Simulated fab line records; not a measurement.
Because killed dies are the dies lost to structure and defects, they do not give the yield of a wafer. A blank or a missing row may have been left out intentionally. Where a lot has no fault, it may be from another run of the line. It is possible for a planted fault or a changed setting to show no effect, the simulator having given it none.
Which tool is to blame? :: flow n5-finfet :: 27 wafers from 9 lots sampled at 5 of the route's 1938 steps

WHAT THE GAUGES SHOWED, per wafer
N5_DUMMY_REMOVAL_INSPECT_06: inspects for defects (brightfield). Usual: 13 for raw-defect-count, sd 6.8.
lot: L781
measured: day 5 14:12
on: defect-inspect-02
raw-defect-count: 7 8 6
flag: 

lot: L782
measured: day 5 17:04
on: defect-inspect-02
raw-defect-count: 7 14 6
flag: 

lot: L785
measured: day 6 12:31
on: defect-inspect-01
raw-defect-count: 10 21 19
flag: 

lot: L786
measured: day 6 18:50
on: defect-inspect-01
raw-defect-count: 8 7 4
flag: 

lot: L794
measured: day 8 18:49
on: defect-inspect-01
raw-defect-count: 11 10 13
flag: 

lot: L795
measured: day 8 21:45
on: defect-inspect-01
raw-defect-count: 28 25 19
flag: 

lot: L796
measured: day 9 01:25
on: defect-inspect-01
raw-defect-count: 13 10 15
flag: 

lot: L797
measured: day 9 13:36
on: defect-inspect-01
raw-defect-count: 23 9 15
flag: 

lot: L798
measured: day 9 18:41
on: defect-inspect-01
raw-defect-count: 25 30 27
flag: 

N5_HKMG_FIN_CD_MEAS_49 targets a cd of 202 nm. Usual: 202.0 nm for cd-nm, sd 0.61.
lot: L781
measured: day 5 15:38
on: cd-sem-02
cd-nm (nm): 202.8 202.0 202.6
flag: 

lot: L782
measured: day 5 18:24
on: cd-sem-02
cd-nm (nm): 201.7 200.9 201.7
flag: 

lot: L785
measured: day 6 13:50
on: cd-sem-03
cd-nm (nm): 201.7 201.3 202.5
flag: 

lot: L786
measured: day 6 20:08
on: cd-sem-03
cd-nm (nm): 202.6 201.6 201.9
flag: 

lot: L794
measured: day 8 20:00
on: cd-sem-03
cd-nm (nm): 201.9 203.2 201.3
flag: 

lot: L795
measured: day 8 23:04
on: cd-sem-02
cd-nm (nm): 202.0 201.5 201.8
flag: 

lot: L796
measured: day 9 02:43
on: cd-sem-01
cd-nm (nm): 202.7 202.6 202.7
flag: 

lot: L797
measured: day 9 14:55
on: cd-sem-02
cd-nm (nm): 200.7 201.5 201.3
flag: 

lot: L798
measured: day 9 20:01
on: cd-sem-03
cd-nm (nm): 202.3 202.0 202.0
flag: 

N5_BEOL_M4_RC_MEAS_101. Usual: DIBL_N 36.3 mV/V, standard deviation 1.8; DIBL_P 36.5 mV/V, standard deviation 2.1; IOFF_N 0.16 nA/um, standard deviation 0.031; IOFF_P 0.22 nA/um, standard deviation 0.038; IOFF_P_85C 3.8 nA/um, standard deviation 0.54; IOFF_P_LIN 0.105 nA/um, standard deviation 0.014; IOFF_P_LONG 0.00011 nA/um, standard deviation 9.2e-06; ION_N 677 uA/um, standard deviation 12; ION_P 466 uA/um, standard deviation 7.8; SS_N 71.5 mV/dec, standard deviation 0.61; SS_P 73.2 mV/dec, standard deviation 0.7; VT_N 249 mV, standard deviation 3; VT_P -248.9 mV, standard deviation 3; VT_P_LONG -273.6 mV, standard deviation 2.9; VT_P_LVT -98.0 mV, standard deviation 2.7.
lot: L781
measured: day 10 13:41
on: prober-01
DIBL_N (mV/V): 35.2 39.7 40.4
DIBL_P (mV/V): 34.4 39.6 41.0
IOFF_N (nA/um): 0.14 0.22 0.24
IOFF_P (nA/um): 0.19 0.26 0.30
IOFF_P_85C (nA/um): 3.2 4.4 4.8
IOFF_P_LIN (nA/um): 0.096 0.122 0.134
IOFF_P_LONG (nA/um): 0.000102 0.000104 0.000109
ION_N (uA/um): 678 673 703
ION_P (uA/um): 469 460 474
SS_N (mV/dec): 71.7 72.0 71.7
SS_P (mV/dec): 72.3 74.2 74.4
VT_N (mV): 249 247 242
VT_P (mV): -249.9 -245.4 -245.9
VT_P_LONG (mV): -273.5 -274.0 -274.9
VT_P_LVT (mV): -99.1 -95.9 -93.2
flag: 

lot: L782
measured: day 10 01:01
on: prober-02
DIBL_N (mV/V): 35.5 34.6 39.3
DIBL_P (mV/V): 37.0 35.8 42.0
IOFF_N (nA/um): 0.17 0.15 0.28
IOFF_P (nA/um): 0.27 0.24 0.38
IOFF_P_85C (nA/um): 4.4 4.0 6.0
IOFF_P_LIN (nA/um): 0.128 0.118 0.164
IOFF_P_LONG (nA/um): 0.00014 0.000131 0.00014
ION_N (uA/um): 689 687 708
ION_P (uA/um): 478 480 488
SS_N (mV/dec): 71.1 71.0 72.2
SS_P (mV/dec): 73.5 72.2 73.6
VT_N (mV): 246 249 238
VT_P (mV): -243.1 -246.4 -240.6
VT_P_LONG (mV): -265.5 -268.6 -266.5
VT_P_LVT (mV): -93.4 -94.9 -89.8
flag: 

lot: L785
measured: day 10 20:47
on: prober-01
DIBL_N (mV/V): 39.5 37.6 40.1
DIBL_P (mV/V): 38.0 36.5 38.6
IOFF_N (nA/um): 0.17 0.16 0.18
IOFF_P (nA/um): 0.04 0.04 0.05
IOFF_P_85C (nA/um): 1.0 1.0 1.1
IOFF_P_LIN (nA/um): 0.020 0.021 0.022
IOFF_P_LONG (nA/um): 4.6e-05 5e-05 5.3e-05
ION_N (uA/um): 673 674 686
ION_P (uA/um): 391 400 398
SS_N (mV/dec): 72.5 71.8 72.8
SS_P (mV/dec): 74.0 72.9 74.0
VT_N (mV): 249 250 250
VT_P (mV): -294.0 -295.4 -291.5
VT_P_LONG (mV): -316.8 -317.4 -317.1
VT_P_LVT (mV): -142.7 -142.6 -143.2
flag: OFF

lot: L786
measured: day 11 08:43
on: prober-02
DIBL_N (mV/V): 35.6 35.2 36.9
DIBL_P (mV/V): 34.6 34.5 36.5
IOFF_N (nA/um): 0.15 0.15 0.18
IOFF_P (nA/um): 0.04 0.04 0.05
IOFF_P_85C (nA/um): 1.0 0.9 1.1
IOFF_P_LIN (nA/um): 0.021 0.021 0.024
IOFF_P_LONG (nA/um): 5.8e-05 5.4e-05 5.1e-05
ION_N (uA/um): 665 675 675
ION_P (uA/um): 393 399 396
SS_N (mV/dec): 70.8 70.6 71.5
SS_P (mV/dec): 72.6 73.3 73.8
VT_N (mV): 251 250 248
VT_P (mV): -291.8 -292.3 -289.1
VT_P_LONG (mV): -314.3 -316.9 -316.8
VT_P_LVT (mV): -142.5 -142.6 -139.8
flag: OFF

lot: L794
measured: day 12 20:28
on: prober-01
DIBL_N (mV/V): 38.0 38.1 37.2
DIBL_P (mV/V): 37.9 39.2 37.7
IOFF_N (nA/um): 0.18 0.18 0.17
IOFF_P (nA/um): 0.22 0.24 0.21
IOFF_P_85C (nA/um): 3.8 4.1 3.7
IOFF_P_LIN (nA/um): 0.098 0.105 0.097
IOFF_P_LONG (nA/um): 9.8e-05 9.8e-05 0.000103
ION_N (uA/um): 666 680 685
ION_P (uA/um): 456 475 466
SS_N (mV/dec): 71.7 72.4 71.8
SS_P (mV/dec): 74.5 73.8 73.5
VT_N (mV): 249 248 246
VT_P (mV): -250.5 -251.5 -250.0
VT_P_LONG (mV): -278.2 -279.7 -278.5
VT_P_LVT (mV): -100.1 -98.8 -100.8
flag: 

lot: L795
measured: day 13 12:35
on: prober-02
DIBL_N (mV/V): 33.1 34.5 35.5
DIBL_P (mV/V): 33.0 34.4 35.7
IOFF_N (nA/um): 0.12 0.14 0.16
IOFF_P (nA/um): 0.19 0.21 0.23
IOFF_P_85C (nA/um): 3.3 3.7 3.9
IOFF_P_LIN (nA/um): 0.095 0.106 0.112
IOFF_P_LONG (nA/um): 0.000125 0.00012 0.000124
ION_N (uA/um): 661 685 669
ION_P (uA/um): 466 470 469
SS_N (mV/dec): 70.7 70.8 70.9
SS_P (mV/dec): 71.9 73.4 72.7
VT_N (mV): 255 251 248
VT_P (mV): -247.7 -247.6 -248.0
VT_P_LONG (mV): -270.1 -272.8 -269.7
VT_P_LVT (mV): -97.2 -95.3 -93.8
flag: 

lot: L796
measured: day 13 19:41
on: prober-02
DIBL_N (mV/V): 32.2 32.5 33.8
DIBL_P (mV/V): 32.2 32.5 33.8
IOFF_N (nA/um): 0.10 0.11 0.12
IOFF_P (nA/um): 0.15 0.15 0.17
IOFF_P_85C (nA/um): 2.8 2.7 3.1
IOFF_P_LIN (nA/um): 0.081 0.080 0.088
IOFF_P_LONG (nA/um): 0.000104 0.000105 0.000104
ION_N (uA/um): 641 671 650
ION_P (uA/um): 449 462 453
SS_N (mV/dec): 70.8 70.4 70.7
SS_P (mV/dec): 72.1 72.4 72.5
VT_N (mV): 256 255 253
VT_P (mV): -254.0 -252.8 -252.0
VT_P_LONG (mV): -273.6 -275.1 -276.2
VT_P_LVT (mV): -103.7 -103.1 -102.1
flag: 

lot: L797
measured: day 14 04:28
on: prober-01
DIBL_N (mV/V): 36.1 36.2 36.2
DIBL_P (mV/V): 36.8 36.5 37.3
IOFF_N (nA/um): 0.17 0.16 0.16
IOFF_P (nA/um): 0.23 0.23 0.25
IOFF_P_85C (nA/um): 4.1 4.0 4.3
IOFF_P_LIN (nA/um): 0.116 0.114 0.120
IOFF_P_LONG (nA/um): 0.000114 0.000111 0.000117
ION_N (uA/um): 682 682 683
ION_P (uA/um): 469 475 467
SS_N (mV/dec): 71.8 71.7 71.4
SS_P (mV/dec): 73.2 72.9 73.1
VT_N (mV): 248 248 249
VT_P (mV): -249.1 -246.7 -244.5
VT_P_LONG (mV): -273.9 -275.0 -272.8
VT_P_LVT (mV): -95.6 -96.3 -95.3
flag: 

lot: L798
measured: day 14 01:23
on: prober-01
DIBL_N (mV/V): 34.1 34.1 38.3
DIBL_P (mV/V): 35.5 34.8 40.8
IOFF_N (nA/um): 0.14 0.14 0.23
IOFF_P (nA/um): 0.20 0.19 0.31
IOFF_P_85C (nA/um): 3.5 3.4 5.0
IOFF_P_LIN (nA/um): 0.096 0.096 0.133
IOFF_P_LONG (nA/um): 0.000105 0.000107 0.000113
ION_N (uA/um): 680 661 698
ION_P (uA/um): 469 457 477
SS_N (mV/dec): 71.8 71.4 71.7
SS_P (mV/dec): 72.6 72.4 73.5
VT_N (mV): 250 249 245
VT_P (mV): -250.0 -249.1 -246.5
VT_P_LONG (mV): -271.4 -275.3 -273.0
VT_P_LVT (mV): -100.3 -99.7 -94.7
flag: 

EACH LOT AND THE TOOL THAT RAN IT (in order: tool; ch and the chambers of the sampled wafers; start)
lot: L781
N5_HKMG_FIN_STRIP_57: rie-diel-02 ch 0,2, day 5 16:01
N5_HKMG_FIN_ALD_36: ald-metal-03 ch 0,2,3, day 5 17:52

lot: L782
N5_HKMG_FIN_STRIP_57: rie-diel-02 ch 0,2,3, day 5 18:56
N5_HKMG_FIN_ALD_36: ald-metal-03 ch 2,3, day 5 20:47

lot: L785
N5_HKMG_FIN_STRIP_57: rie-diel-01 ch 1,2, day 6 14:12
N5_HKMG_FIN_ALD_36: ald-metal-03 ch 1,2,3, day 6 16:03

lot: L786
N5_HKMG_FIN_STRIP_57: rie-diel-01 ch 0,2, day 6 20:46
N5_HKMG_FIN_ALD_36: ald-metal-01 ch 0,1,3, day 6 22:36

lot: L794
N5_HKMG_FIN_STRIP_57: rie-diel-02 ch 0,2, day 8 20:22
N5_HKMG_FIN_ALD_36: ald-metal-02 ch 1,2, day 8 22:18

lot: L795
N5_HKMG_FIN_STRIP_57: rie-diel-05 ch 1,2,3, day 8 23:26
N5_HKMG_FIN_ALD_36: ald-metal-02 ch 1,2,3, day 9 01:19

lot: L796
N5_HKMG_FIN_STRIP_57: rie-diel-05 ch 0,1,3, day 9 03:20
N5_HKMG_FIN_ALD_36: ald-metal-03 ch 0,3, day 9 05:25

lot: L797
N5_HKMG_FIN_STRIP_57: rie-diel-01 ch 2,3, day 9 15:17
N5_HKMG_FIN_ALD_36: ald-metal-01 ch 0,2,3, day 9 17:09

lot: L798
N5_HKMG_FIN_STRIP_57: rie-diel-05 ch 1,2,3, day 9 20:23
N5_HKMG_FIN_ALD_36: ald-metal-02 ch 0,2,3, day 9 22:19
- N5_HKMG_FIN_STRIP_57: strips in CF4.
- N5_HKMG_FIN_ALD_36: deposits TiN, target thk 1 nm, pulse time 1 s, purge time 3 s.

AS READ BY THE TOOLS THEMSELVES (means over the sampled wafers that have a number; for cases with no such wafer, the mark the record gives instead)
N5_HKMG_FIN_STRIP_57. Usual: drypump-motor-current-A 5.9 A, standard deviation 0.55; oes-product-au 0.77 a.u., standard deviation 0.082; rf-vpp-V 271.5 V, standard deviation 1.6; showerhead-plenum-p-Torr 1.81 Torr, standard deviation 0.068; throttle-valve-pct 13.53 %, standard deviation 0.2.
lot: L781
tool: rie-diel-02
drypump-motor-current-A (A): 5.8
oes-product-au (a.u.): 0.79
rf-vpp-V (V): 271.5
showerhead-plenum-p-Torr (Torr): 1.83
throttle-valve-pct (%): 13.41
flag: 

lot: L782
tool: rie-diel-02
drypump-motor-current-A (A): 5.9
oes-product-au (a.u.): 0.82
rf-vpp-V (V): 273.0
showerhead-plenum-p-Torr (Torr): 1.87
throttle-valve-pct (%): 13.44
flag: 

lot: L785
tool: rie-diel-01
drypump-motor-current-A (A): 5.8
oes-product-au (a.u.): 0.79
rf-vpp-V (V): 272.2
showerhead-plenum-p-Torr (Torr): 1.83
throttle-valve-pct (%): 13.48
flag: 

lot: L786
tool: rie-diel-01
drypump-motor-current-A (A): 5.5
oes-product-au (a.u.): 0.73
rf-vpp-V (V): 270.1
showerhead-plenum-p-Torr (Torr): 1.75
throttle-valve-pct (%): 13.61
flag: 

lot: L794
tool: rie-diel-02
drypump-motor-current-A (A): 5.8
oes-product-au (a.u.): 0.76
rf-vpp-V (V): 272.3
showerhead-plenum-p-Torr (Torr): 1.82
throttle-valve-pct (%): 13.48
flag: 

lot: L795
tool: rie-diel-05
drypump-motor-current-A (A): 6.1
oes-product-au (a.u.): 0.70
rf-vpp-V (V): 269.7
showerhead-plenum-p-Torr (Torr): 1.78
throttle-valve-pct (%): 13.59
flag: 

lot: L796
tool: rie-diel-05
drypump-motor-current-A (A): 6.1
oes-product-au (a.u.): 0.69
rf-vpp-V (V): 270.1
showerhead-plenum-p-Torr (Torr): 1.77
throttle-valve-pct (%): 13.67
flag: 

lot: L797
tool: rie-diel-01
drypump-motor-current-A (A): 5.0
oes-product-au (a.u.): 0.74
rf-vpp-V (V): 270.2
showerhead-plenum-p-Torr (Torr): 1.73
throttle-valve-pct (%): 13.53
flag: 

lot: L798
tool: rie-diel-05
drypump-motor-current-A (A): 6.1
oes-product-au (a.u.): 0.70
rf-vpp-V (V): 270.7
showerhead-plenum-p-Torr (Torr): 1.77
throttle-valve-pct (%): 13.62
flag: 

N5_HKMG_FIN_ALD_36. Usual: chamber-pressure-Torr 3.001 Torr, standard deviation 0.0061; heater-power-w 904 W, standard deviation 91; precursor-pulse-height-rel 0.998, standard deviation 0.017.
lot: L781
tool: ald-metal-03
chamber-pressure-Torr (Torr): 3.004
heater-power-w (W): 948
precursor-pulse-height-rel: 1.002
flag: 

lot: L782
tool: ald-metal-03
chamber-pressure-Torr (Torr): 3.002
heater-power-w (W): 938
precursor-pulse-height-rel: 0.984
flag: 

lot: L785
tool: ald-metal-03
chamber-pressure-Torr (Torr): -
heater-power-w (W): -
precursor-pulse-height-rel: -
flag: OFF

lot: L786
tool: ald-metal-01
chamber-pressure-Torr (Torr): -
heater-power-w (W): -
precursor-pulse-height-rel: -
flag: OFF

lot: L794
tool: ald-metal-02
chamber-pressure-Torr (Torr): 2.997
heater-power-w (W): 949
precursor-pulse-height-rel: 0.997
flag: 

lot: L795
tool: ald-metal-02
chamber-pressure-Torr (Torr): 3.003
heater-power-w (W): 964
precursor-pulse-height-rel: 1.002
flag: 

lot: L796
tool: ald-metal-03
chamber-pressure-Torr (Torr): 3.002
heater-power-w (W): 953
precursor-pulse-height-rel: 0.990
flag: 

lot: L797
tool: ald-metal-01
chamber-pressure-Torr (Torr): 2.999
heater-power-w (W): 904
precursor-pulse-height-rel: 0.986
flag: 

lot: L798
tool: ald-metal-02
chamber-pressure-Torr (Torr): 3.001
heater-power-w (W): 906
precursor-pulse-height-rel: 0.997
flag: 

THE ANSWER, worked out from the rows above alone
Rule: take the mean of a lot's wafers that have a number; if it is more than 3 standard deviations from the usual mean, the lot is off. A lot without any number at a reading at which 4 lots or more have one is off too. Any other lot the step has rows for is counted as sound. The gauges are gone through in route order, then the tools' own readings, and for those a lot's mean is taken as printed above. The first step at which some lot is off is used, and at that step the reading that is off furthest; a lot without a number counts as furthest.
Off: at N5_BEOL_M4_RC_MEAS_101 (VT_P_LVT), L785, L786.
If a tool, at a process step before that reading, ran all the lots that are off and no sound lot after the first of them, it fits. Not tried: the gauges at N5_BEOL_M4_RC_MEAS_101; whatever is off there is also off at N5_HKMG_FIN_ALD_36, on other tools, and gauge error can't account for it. Of those tried, none fits.

WHAT THE SIMULATOR PUT IN
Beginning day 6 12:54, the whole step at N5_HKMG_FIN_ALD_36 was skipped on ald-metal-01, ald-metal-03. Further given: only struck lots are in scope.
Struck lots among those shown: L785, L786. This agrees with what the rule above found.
